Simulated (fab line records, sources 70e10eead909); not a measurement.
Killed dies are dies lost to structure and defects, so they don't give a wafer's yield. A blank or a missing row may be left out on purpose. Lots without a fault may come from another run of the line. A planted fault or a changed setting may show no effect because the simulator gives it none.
fab line records | flow nand_harc
record lots=7 wafers=21 last_day=33
route steps=1302 shown P_ZERO_WELL@5 END@1302
lots that met no fault: from a run of the same line without faults
start_h: hours from the record's first day to the start of the lot's first wafer shown | wait_h: hours since the lot's step before | " the same as in the row above | L1.1+2: a row that stands for several wafers | - no value, or no start given | * or withheld: withheld | < > ~ a bound
route shown NAME@n: a module of which the file shows steps, and the number in the route of the first | usual: mean/standard deviation of fault-free wafers | same: alike in all rows | chamber/n: place in a boat | sites: the reading at each site | _std_site: their standard deviation | _edge_site: outer sites' mean less inner sites' | radius_mm: how far each site lies from the wafer's centre | mask NAME#n: copy n | behind: the tool/chamber that last shaped the wafer | hold: why the lot was held/for how many hours/how that ended | device: the transistor (n, p or np) that didn't switch | end of line: the same wafers' tests at the end of the route | a step without rows: its recipe alone | killed: dies lost to structure and defects at the first sort, not the wafer's yield | map: a wafer's dies, x killed, . not, _ none there
set.NAME: the setting as run; set.NAME@STEP: as run at that earlier step | model.NAME: the simulator's own value behind a step, which no gauge read
lots at some steps of the route; a table a step, a row a wafer
services: from which hour (start_h, from the record's first day; less than 0 if before it) a tool's chamber was out of use, for how many hours, and why
## steps
# step NHARC_P_ZERO_WELL_DEHYDRATE_03
# recipe temp_c=150 time_s=120
# step NHARC_P_ZERO_WELL_HMDS_04
# recipe time_s=30
# step NHARC_P_ZERO_WELL_COAT_64
# recipe temp_c=200 time_s=65
# step NHARC_P_ZERO_WELL_COAT_05
# recipe spin_rpm=2000 resist_thk_nm=600
# step NHARC_P_ZERO_WELL_SOFTBAKE_06
# recipe temp_c=125 time_s=70
# step NHARC_P_ZERO_WELL_EBR_07
# step NHARC_P_ZERO_WELL_EXPOSE_08
# recipe na=0.55 target_cd_nm=500 dose_mj=33.8 mask_id=P_ZERO
# step NHARC_P_ZERO_WELL_PEB_09
# recipe peb_temp_c=128 peb_time_s=80
# step NHARC_P_ZERO_WELL_DEVELOP_10
# recipe time_s=50 dev_temp_c=22
# step NHARC_P_ZERO_WELL_CD_MEAS_11
# recipe target_cd_nm=500 landing_energy_ev=500
# usual cd_nm=499.4/1.8
# columns lot.wafer tool chamber start_h wait_h cd_nm
L983.1 cd_sem-01 0 41.11 - 503.5
L983.3 " 0 " " 500.3
L983.6 " 0 " " 503.9
L997.1 cd_sem-03 0 181.25 - 499.3
L997.4 " 0 " " 497.2
L997.5 " 0 " " 499.6
L998.1 cd_sem-02 0 191.45 - 501.2
L998.3 " 0 " " 501.2
L998.6 " 0 " " 501.4
L999.1 cd_sem-03 0 201.13 - 503.0
L999.3 " 0 " " 498.6
L999.4 " 0 " " 498.8
L100.3 cd_sem-02 0 211.13 - 498.9
L100.5 " 0 " " 498.3
L100.6 " 0 " " 498.8
L103.1 cd_sem-02 0 241.24 - 498.7
L103.4 " 0 " " 501.7
L103.6 " 0 " " 503.1
L104.1 cd_sem-02 0 251.25 - 498.6
L104.2 " 0 " " 497.3
L104.4 " 0 " " 500.3
# step NHARC_P_ZERO_WELL_HARDBAKE_12
# recipe temp_c=118 time_s=65
# step NHARC_P_ZERO_WELL_DESCUM_13
# recipe time_s=3 o2_flow_sccm=200 ar_flow_sccm=0 bias_power_w=0 chemistry=O2
# usual drypump_motor_current_A=5.5/0.61 oes_product_au=1.000/0.0098 rf_vpp_V=57.8/0.94 showerhead_plenum_p_Torr=1.89/0.069 throttle_valve_pct=11.311/0.0092
# same time_s=3
# columns lot.wafer tool chamber start_h wait_h drypump_motor_current_A oes_product_au rf_hours_counter_h rf_vpp_V showerhead_plenum_p_Torr throttle_valve_pct
L983.1 rie_diel-05 1 41.28 - 4.7 1.006 61 58.3 1.86 11.314
L983.3 " 3 " " 4.9 0.992 45 56.3 1.80 11.319
L983.6 " 1 " " 4.8 1.004 - 57.7 1.86 11.317
L997.4 rie_diel-06 3 181.57 - 6.5 0.996 18 56.6 1.80 11.306
L997.1 " 0 " " 5.6 1.000 15 56.0 2.02 11.299
L997.5 " 1 " " 5.5 0.985 - 58.1 1.98 11.310
L998.3 rie_diel-01 1 191.63 - 6.8 1.016 51 57.6 1.96 11.318
L998.1 " 2 " " 5.7 0.980 49 59.9 1.93 11.307
L998.6 " 0 " " 5.5 0.994 - 60.0 1.94 11.311
L999.3 rie_diel-01 3 201.31 - 4.9 1.001 47 56.3 1.83 11.301
L999.4 " 0 " " 5.5 0.994 47 58.9 1.93 11.300
L999.1 " 1 " " 6.7 0.997 54 58.6 1.96 11.319
L100.3 rie_diel-06 0 211.37 - 5.6 0.996 26 56.8 2.02 11.304
L100.5 " 0 " " 5.7 0.999 - 57.5 2.01 11.310
L100.6 " 1 " " 5.5 0.987 - 58.0 1.98 11.315
L103.4 rie_diel-06 3 241.43 - 6.5 0.998 39 56.9 1.79 11.324
L103.1 " 1 " " 5.5 1.005 37 58.8 1.97 11.298
L103.6 " 3 " " 6.5 0.998 - 58.0 1.79 11.321
L104.4 rie_diel-01 3 251.41 - 4.9 1.000 16 57.6 1.83 11.320
L104.2 " 1 " " 6.7 1.020 16 57.6 1.95 11.320
L104.1 " 2 " " 5.7 0.996 14 58.2 1.92 11.307
# step NHARC_P_ZERO_WELL_ETCH_65
# recipe target_depth_a=800 overetch_a=240 time_s=87.88 ion_energy_ev=200 n2_flow_sccm=150 h2_flow_sccm=150 ar_flow_sccm=0 rf_w=400 bias_w=150 chemistry=N2/H2
# usual bias_w=150.0/0.48 chamber_pressure_mTorr=29.999/0.026 drypump_motor_current_A=5.5/0.6 oes_product_au=1.001/0.0099 rf_fwd_power_W=397.0/1.3 rf_vpp_V=430.0/2.1 showerhead_plenum_p_Torr=2.02/0.073 throttle_valve_pct=14.170/0.0095 time_s=87.88/0
# columns lot.wafer tool chamber start_h wait_h bias_w chamber_pressure_mTorr drypump_motor_current_A oes_product_au rf_fwd_power_W rf_hours_counter_h rf_vpp_V showerhead_plenum_p_Torr throttle_valve_pct time_s
L983.1 rie_diel-05 3 41.35 0.1 149.4 29.974 4.9 0.993 396.8 45 428.4 1.92 14.182 87.88
L983.3 " 1 " " 149.7 30.012 4.8 1.000 396.5 61 428.8 1.98 14.162 87.88
L983.6 " 0 " " 150.6 30.057 5.3 0.981 396.4 - 431.2 2.04 14.158 87.88
L997.1 rie_diel-06 0 181.65 0.1 150.1 30.001 5.6 1.004 396.2 15 433.8 2.15 14.184 87.88
L997.4 " 2 " " 149.4 29.990 5.0 1.026 398.1 17 428.9 2.04 14.189 87.88
L997.5 " 0 " " 149.3 30.027 5.7 1.000 395.4 - 433.5 2.15 14.172 87.88
L998.3 rie_diel-01 3 191.70 0.1 - - - - - - - - - -
L998.1 " 1 " " - - - - - - - - - -
L998.6 " 2 " " - - - - - - - - - -
L999.3 rie_diel-01 3 201.57 0.3 - - - - - - - - - -
L999.1 " 0 " " - - - - - - - - - -
L999.4 " 1 " " - - - - - - - - - -
L100.3 rie_diel-06 0 211.51 0.1 - - - - - - - - - -
L100.5 " 2 " " - - - - - - - - - -
L100.6 " 3 " " - - - - - - - - - -
L103.4 rie_diel-06 1 241.54 0.1 149.7 30.000 5.5 1.004 394.4 37 431.7 2.11 14.173 87.88
L103.1 " 2 " " 149.7 30.004 5.0 1.017 398.3 40 431.2 2.03 14.170 87.88
L103.6 " 0 " " 150.4 30.016 5.6 1.000 398.3 - 433.9 2.15 14.165 87.88
L104.2 rie_diel-01 2 251.50 0.1 151.1 30.010 5.7 0.991 398.1 14 429.8 2.05 14.170 87.88
L104.1 " 0 " " 149.5 29.993 5.5 0.998 398.7 16 432.7 2.06 14.172 87.88
L104.4 " 1 " " 150.6 30.035 6.7 1.024 396.6 16 430.9 2.08 14.155 87.88
# step NHARC_P_ZERO_WELL_ETCH_62
# recipe target_depth_a=130 time_s=6.5 chf3_flow_sccm=50 ar_flow_sccm=200 rf_w=500 bias_w=200 chemistry=CHF3/Ar
# usual bias_w=199.9/0.6 chamber_pressure_mTorr=25.000/0.023 drypump_motor_current_A=5.5/0.62 oes_product_au=0.956/0.018 rf_fwd_power_W=488.3/1.6 rf_vpp_V=370.0/2 showerhead_plenum_p_Torr=2.32/0.077 throttle_valve_pct=20.216/0.0098
# same time_s=6.5
# columns lot.wafer tool chamber start_h wait_h bias_w chamber_pressure_mTorr drypump_motor_current_A oes_product_au rf_fwd_power_W rf_hours_counter_h rf_vpp_V showerhead_plenum_p_Torr throttle_valve_pct
L983.3 rie_diel-05 2 - - 200.4 24.966 6.3 0.963 485.0 50 369.9 2.30 20.233
L983.1 " 0 " " 200.6 24.980 5.2 0.938 488.1 49 370.9 2.35 20.199
L983.6 " 1 " " 198.9 24.995 4.8 0.953 487.2 - 370.1 2.29 20.221
L997.1 rie_diel-06 1 - - 199.3 24.989 5.5 0.935 487.8 14 372.8 2.43 20.215
L997.4 " 2 " " 199.7 25.004 5.0 0.967 489.1 17 370.2 2.34 20.198
L997.5 " 1 " " 199.8 24.956 5.5 0.953 489.3 - 372.0 2.42 20.216
L998.3 rie_diel-01 0 191.80 0.1 199.8 24.994 5.5 0.961 487.0 45 370.6 2.37 20.216
L998.1 " 1 " " 199.7 25.007 6.7 0.987 491.0 51 370.9 2.40 20.216
L998.6 " 3 " " 199.3 25.000 4.9 0.953 493.3 - 367.7 2.25 20.209
L999.4 rie_diel-01 0 201.79 0.2 200.9 24.991 5.5 0.969 489.6 48 371.7 2.37 20.225
L999.3 " 1 " " 200.0 25.022 6.8 0.978 488.3 54 371.2 2.40 20.214
L999.1 " 2 " " 200.4 25.002 5.7 0.938 487.5 52 372.0 2.36 20.208
L100.3 rie_diel-06 3 211.64 0.1 199.6 25.016 6.5 0.947 488.9 27 367.8 2.21 20.224
L100.5 " 1 " " 199.7 24.951 5.5 0.928 486.2 - 372.5 2.42 20.213
L100.6 " 2 " " 198.2 25.001 5.0 0.971 488.9 - 369.2 2.34 20.208
L103.1 rie_diel-06 2 - - 199.4 25.021 5.0 0.971 489.8 40 370.4 2.33 20.228
L103.4 " 0 " " 199.4 24.992 5.6 0.943 489.5 36 373.7 2.46 20.207
L103.6 " 2 " " 199.8 24.994 5.0 0.970 491.1 - 370.3 2.33 20.204
L104.2 rie_diel-01 2 - - 200.1 24.971 5.7 0.979 488.4 14 371.6 2.35 20.227
L104.1 " 3 " " 200.7 25.038 4.9 0.965 491.5 16 369.9 2.24 20.210
L104.4 " 0 " " 199.0 25.050 5.5 0.959 489.7 16 370.2 2.36 20.224
# step NHARC_END_SORT_01
# recipe temp_c=25
# usual killed_at_array=53/19 killed_at_other=0.7/1.1 killed_at_periphery=4.2/2.7 killed_dies=58/18 killed_open=3.1/1.9 killed_short=2.5/1.6
# same gross_dies=677
# columns lot.wafer tool chamber start_h wait_h hold killed_at_array killed_at_other killed_at_periphery killed_dies killed_open killed_short
L983.1 prober-02 0 579.30 2.5 - 78 2 0 80 1 2
L983.3 prober-02 0 580.91 3.1 - 69 2 1 72 0 1
L983.6 prober-02 0 583.33 4.0 - 82 2 2 86 2 5
L997.1 prober-01 0 708.26 2.5 - 46 0 7 53 4 1
L997.4 prober-01 0 710.65 3.4 - 58 1 3 62 7 2
L997.5 prober-01 0 711.44 3.7 - 51 0 3 54 1 2
L998.1 prober-02 0 708.29 2.5 await_dispo/2.6h/scrap 47 0 630 677 2 1
L998.3 prober-02 0 709.89 3.1 await_dispo/2.6h/scrap 63 0 614 677 2 1
L998.6 prober-02 0 712.30 4.0 await_dispo/2.6h/scrap 48 0 629 677 1 0
L100.3 prober-01 0 744.48 3.1 await_dispo/6.8h/scrap 42 0 635 677 4 2
L100.5 prober-01 0 746.09 3.7 await_dispo/6.8h/scrap 57 0 620 677 3 3
L100.6 prober-01 0 746.89 4.0 await_dispo/6.8h/scrap 33 0 644 677 2 1
L999.1 prober-01 0 752.09 2.5 await_dispo/1.4h/scrap 61 0 616 677 0 4
L999.3 prober-01 0 753.70 3.1 await_dispo/1.4h/scrap 98 0 579 677 1 5
L999.4 prober-01 0 754.51 3.4 await_dispo/1.4h/scrap 61 0 616 677 2 4
L103.1 prober-01 0 779.00 2.5 - 48 0 5 53 8 6
L103.4 prober-01 0 781.36 3.3 - 42 3 3 48 4 1
L103.6 prober-01 0 782.93 3.9 - 40 4 6 50 1 7
# killed by level:class
L983.1 A_CHANNEL_HOLE_D2:chamber_film_flake=25 A_SLIT:chamber_film_flake=22 A_CHANNEL_HOLE_D1:chamber_film_flake=20 A_CONTACT:chamber_film_flake=4 A_STAIRCASE:chamber_film_flake=3 THIN_TSV:chamber_film_flake=2 A_CHANNEL_FILL_D2:geometric_particle:open=1 A_CHANNEL_FILL_D2:geometric_particle:short=1
L983.3 A_CHANNEL_HOLE_D2:chamber_film_flake=28 A_SLIT:chamber_film_flake=22 A_CHANNEL_HOLE_D1:chamber_film_flake=14 A_STAIRCASE:chamber_film_flake=3 A_CONTACT:chamber_film_flake=2 P_BONDPAD:chamber_film_flake=1 STARTING-WAFER:geometric_particle:short=1 THIN_TSV:chamber_film_flake=1
L983.6 A_CHANNEL_HOLE_D1:chamber_film_flake=24 A_CHANNEL_HOLE_D2:chamber_film_flake=22 A_SLIT:chamber_film_flake=22 A_STAIRCASE:chamber_film_flake=3 A_CONTACT:chamber_film_flake=3 A_CHANNEL_FILL_D1:geometric_particle:short=2 A_WL_FILL:geometric_particle:short=2 P_M0:geometric_particle:open=1
L997.1 A_SLIT:chamber_film_flake=26 A_CHANNEL_HOLE_D1:chamber_film_flake=9 P_M1:chamber_film_flake=5 A_ZERO_WELL:chamber_film_flake=3 A_CONTACT:chamber_film_flake=3 P_STI:chamber_film_flake=2 A_CHANNEL_FILL_D2:geometric_particle:open=1 A_WL_FILL:geometric_particle:short=1
L998.1 P_ZERO_WELL:area_etch=621 A_CHANNEL_HOLE_D1:chamber_film_flake=25 A_CHANNEL_HOLE_D2:chamber_film_flake=15 P_GATE:chamber_film_flake=2 P_CONTACT:chamber_film_flake=2 P_M1:chamber_film_flake=2 A_STAIRCASE:chamber_film_flake=2 A_CONTACT:chamber_film_flake=2
L998.3 P_ZERO_WELL:area_etch=607 A_CHANNEL_HOLE_D1:chamber_film_flake=28 A_CHANNEL_HOLE_D2:chamber_film_flake=25 A_STAIRCASE:chamber_film_flake=4 P_CONTACT:chamber_film_flake=3 P_GATE:chamber_film_flake=2 A_CONTACT:chamber_film_flake=2 A_ONON_D1:geometric_particle:short=1
L997.4 A_SLIT:chamber_film_flake=22 A_CHANNEL_HOLE_D1:chamber_film_flake=13 A_STAIRCASE:chamber_film_flake=5 A_CONTACT:chamber_film_flake=4 A_DECK1_JOINT:chamber_film_flake=2 A_CHANNEL_FILL_D2:chamber_film_flake=2 P_CONTACT:geometric_particle:open=1 A_ONON_D1:geometric_particle:open=1
L997.5 A_SLIT:chamber_film_flake=26 A_CHANNEL_HOLE_D1:chamber_film_flake=11 A_CONTACT:chamber_film_flake=5 A_CHANNEL_FILL_D1:chamber_film_flake=2 A_STAIRCASE:chamber_film_flake=2 A_CHANNEL_FILL_D1:geometric_particle:short=1 A_WL_FILL:geometric_particle:short=1 A_M1:geometric_particle:open=1
L998.6 P_ZERO_WELL:area_etch=623 A_CHANNEL_HOLE_D2:chamber_film_flake=22 A_CHANNEL_HOLE_D1:chamber_film_flake=21 P_CONTACT:chamber_film_flake=2 P_M1:chamber_film_flake=2 A_SLIT:chamber_film_flake=2 A_STAIRCASE:chamber_film_flake=2 A_CHANNEL_FILL_D2:geometric_particle:open=1
L100.3 P_ZERO_WELL:area_etch=634 A_CHANNEL_HOLE_D1:chamber_film_flake=16 A_STAIRCASE:chamber_film_flake=4 A_SLIT:chamber_film_flake=4 A_CONTACT:chamber_film_flake=4 A_SGD_CUT:chamber_film_flake=3 A_WL_FILL:chamber_film_flake=3 P_GATE:geometric_particle:open=1
L100.5 P_ZERO_WELL:area_etch=620 A_CHANNEL_HOLE_D1:chamber_film_flake=33 A_CONTACT:chamber_film_flake=5 A_SLIT:chamber_film_flake=4 A_WL_FILL:chamber_film_flake=4 A_STAIRCASE:chamber_film_flake=2 A_SGD_CUT:chamber_film_flake=2 A_ONON_D1:geometric_particle:open=1
L100.6 P_ZERO_WELL:area_etch=644 A_CHANNEL_HOLE_D1:chamber_film_flake=15 A_CONTACT:chamber_film_flake=5 A_SGD_CUT:chamber_film_flake=3 A_WL_FILL:chamber_film_flake=3 A_DECK1_JOINT:geometric_particle:short=1 A_WL_FILL:geometric_particle:open=1 A_M0:geometric_particle:open=1
L999.1 P_ZERO_WELL:area_etch=615 A_SLIT:chamber_film_flake=19 A_CHANNEL_HOLE_D1:chamber_film_flake=18 A_CHANNEL_HOLE_D2:chamber_film_flake=11 A_CONTACT:chamber_film_flake=5 A_STAIRCASE:chamber_film_flake=4 A_CHANNEL_HOLE_D2:geometric_particle:short=2 A_CHANNEL_FILL_D2:geometric_particle:short=1
L999.3 P_ZERO_WELL:area_etch=573 A_SLIT:chamber_film_flake=33 A_CHANNEL_HOLE_D1:chamber_film_flake=32 A_CHANNEL_HOLE_D2:chamber_film_flake=21 A_CONTACT:chamber_film_flake=5 P_STI:chamber_film_flake=3 A_CHANNEL_HOLE_D1:geometric_particle:short=2 P_ZERO_WELL:chamber_film_flake=2
L999.4 P_ZERO_WELL:area_etch=613 A_CHANNEL_HOLE_D1:chamber_film_flake=19 A_SLIT:chamber_film_flake=19 A_CHANNEL_HOLE_D2:chamber_film_flake=11 A_CONTACT:chamber_film_flake=5 A_WL_FILL:geometric_particle:short=2 P_STI:chamber_film_flake=2 A_ONON_D1:geometric_particle:short=1
L103.1 A_CHANNEL_HOLE_D2:chamber_film_flake=23 A_SLIT:chamber_film_flake=6 A_CONTACT:chamber_film_flake=4 A_CHANNEL_FILL_D2:geometric_particle:open=2 A_BLC:geometric_particle:open=2 P_GATE:geometric_particle:open=1 P_M1:geometric_particle:open=1 P_M2:geometric_particle:open=1
L103.4 A_CHANNEL_HOLE_D2:chamber_film_flake=22 A_SLIT:chamber_film_flake=9 A_CONTACT:chamber_film_flake=4 A_CHANNEL_HOLE_D1:chamber_film_flake=3 A_STAIRCASE:chamber_film_flake=2 THIN_TSV:chamber_film_flake=2 P_CONTACT:geometric_particle:open=1 P_M0:geometric_particle:open=1
L103.6 A_CHANNEL_HOLE_D2:chamber_film_flake=23 A_CONTACT:chamber_film_flake=5 THIN_TSV:chamber_film_flake=4 A_SLIT:chamber_film_flake=4 P_GATE:chamber_film_flake=3 A_ONON_D2:geometric_particle:short=2 A_CHANNEL_FILL_D2:geometric_particle:short=2 P_ZERO_WELL:chamber_film_flake=2
# map L998.1 (x killed, . not)
____________x____________
_________xxxxxxx_________
_______xxxxxxxxxxx_______
______xxxxxxxxxxxxx______
_____xxxxxxxxxxxxxxx_____
____xxxxxxxxxxxxxxxxx____
____xxxxxxxxxxxxxxxxx____
___xxxxxxxxxxxxxxxxxxx___
___xxxxxxxxxxxxxxxxxxx___
__xxxxxxxxxxxxxxxxxxxxx__
__xxxxxxxxxxxxxxxxxxxxx__
_xxxxxxxxxxxxxxxxxxxxxxx_
_xxxxxxxxxxxxxxxxxxxxxxx_
_xxxxxxxxxxxxxxxxxxxxxxx_
_xxxxxxxxxxxxxxxxxxxxxxx_
_xxxxxxxxxxxxxxxxxxxxxxx_
xxxxxxxxxxxxxxxxxxxxxxxxx
xxxxxxxxxxxxxxxxxxxxxxxxx
xxxxxxxxxxxxxxxxxxxxxxxxx
xxxxxxxxxxxxxxxxxxxxxxxxx
xxxxxxxxxxxxxxxxxxxxxxxxx
_xxxxxxxxxxxxxxxxxxxxxxx_
_xxxxxxxxxxxxxxxxxxxxxxx_
_xxxxxxxxxxxxxxxxxxxxxxx_
_xxxxxxxxxxxxxxxxxxxxxxx_
_xxxxxxxxxxxxxxxxxxxxxxx_
__xxxxxxxxxxxxxxxxxxxxx__
__xxxxxxxxxxxxxxxxxxxxx__
___xxxxxxxxxxxxxxxxxxx___
___xxxxxxxxxxxxxxxxxxx___
____xxxxxxxxxxxxxxxxx____
____xxxxxxxxxxxxxxxxx____
_____xxxxxxxxxxxxxxx_____
______xxxxxxxxxxxxx______
_______xxxxxxxxxxx_______
_________xxxxxxx_________
____________x____________
# map L999.1 (x killed, . not)
____________x____________
_________xxxxxxx_________
_______xxxxxxxxxxx_______
______xxxxxxxxxxxxx______
_____xxxxxxxxxxxxxxx_____
____xxxxxxxxxxxxxxxxx____
____xxxxxxxxxxxxxxxxx____
___xxxxxxxxxxxxxxxxxxx___
___xxxxxxxxxxxxxxxxxxx___
__xxxxxxxxxxxxxxxxxxxxx__
__xxxxxxxxxxxxxxxxxxxxx__
_xxxxxxxxxxxxxxxxxxxxxxx_
_xxxxxxxxxxxxxxxxxxxxxxx_
_xxxxxxxxxxxxxxxxxxxxxxx_
_xxxxxxxxxxxxxxxxxxxxxxx_
_xxxxxxxxxxxxxxxxxxxxxxx_
xxxxxxxxxxxxxxxxxxxxxxxxx
xxxxxxxxxxxxxxxxxxxxxxxxx
xxxxxxxxxxxxxxxxxxxxxxxxx
xxxxxxxxxxxxxxxxxxxxxxxxx
xxxxxxxxxxxxxxxxxxxxxxxxx
_xxxxxxxxxxxxxxxxxxxxxxx_
_xxxxxxxxxxxxxxxxxxxxxxx_
_xxxxxxxxxxxxxxxxxxxxxxx_
_xxxxxxxxxxxxxxxxxxxxxxx_
_xxxxxxxxxxxxxxxxxxxxxxx_
__xxxxxxxxxxxxxxxxxxxxx__
__xxxxxxxxxxxxxxxxxxxxx__
___xxxxxxxxxxxxxxxxxxx___
___xxxxxxxxxxxxxxxxxxx___
____xxxxxxxxxxxxxxxxx____
____xxxxxxxxxxxxxxxxx____
_____xxxxxxxxxxxxxxx_____
______xxxxxxxxxxxxx______
_______xxxxxxxxxxx_______
_________xxxxxxx_________
____________x____________
## services
# columns tool chamber start_h hours kind
rie_diel-01 - 27.26 9.0 pm
rie_diel-01 0 27.26 9.0 vent_cycle
rie_diel-01 1 27.26 9.0 vent_cycle
rie_diel-01 2 27.26 9.0 vent_cycle
rie_diel-01 3 27.26 9.0 vent_cycle
rie_diel-01 0 36.26 - clean
rie_diel-01 1 36.26 - clean
rie_diel-01 2 36.26 - clean
rie_diel-01 3 36.26 - clean
rie_diel-01 3 36.26 - consumable_replace:focus_ring
rie_diel-06 0 36.38 - clean
rie_diel-06 1 36.38 - clean
rie_diel-06 2 36.38 - clean
rie_diel-06 3 36.38 - clean
rie_diel-06 0 40.20 6.9 repair
rie_diel-05 - 52.63 9.0 pm
rie_diel-01 0 60.76 - clean
rie_diel-06 0 66.69 34.7 repair
rie_diel-06 - 130.25 9.0 pm
rie_diel-01 2 136.15 1.5 repair
rie_diel-01 - 204.26 9.0 pm
rie_diel-01 2 228.94 4.3 repair
rie_diel-05 - 229.63 9.0 pm
rie_diel-01 1 240.79 5.2 repair
## key
first_sign step=NHARC_P_ZERO_WELL_ETCH_65 reading=tool_record direction=missing
effect step=NHARC_END_SORT_01 reading=killed_at_periphery direction=up sigmas=99+ usual=4.2 struck=620.3
more_kills_born_at NHARC_P_ZERO_WELL_ETCH_65@rie_diel-01=3653 NHARC_P_ZERO_WELL_ETCH_65@rie_diel-06=1898
met_at NHARC_P_ZERO_WELL_ETCH_65
struck_wafers L998.1,L998.3,L998.6,L999.1,L999.3,L999.4,L100.3,L100.5,L100.6
later_rows_left_out L998.1,L998.3,L998.6,L999.1,L999.3,L999.4,L100.3,L100.5,L100.6
tester_left_out L998,L999,L100
onset_between 181.65 191.70
fault kind=skipped_step_whole tool=rie_diel-01,rie_diel-06 chamber=- onset_h=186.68 steps=NHARC_P_ZERO_WELL_ETCH_65 scope=struck_lots_only
# tester_left_out: of these lots the tester's yield and bins aren't shown, on N5 and GAA mostly nor the transistor test; their killed dies are dies lost to structure and defects alone, not to doping, threshold or leakage, so they don't give the yield
# later_rows_left_out: the simulator's readings of these wafers behind a module that went badly wrong aren't trusted and aren't shown, but for the sort
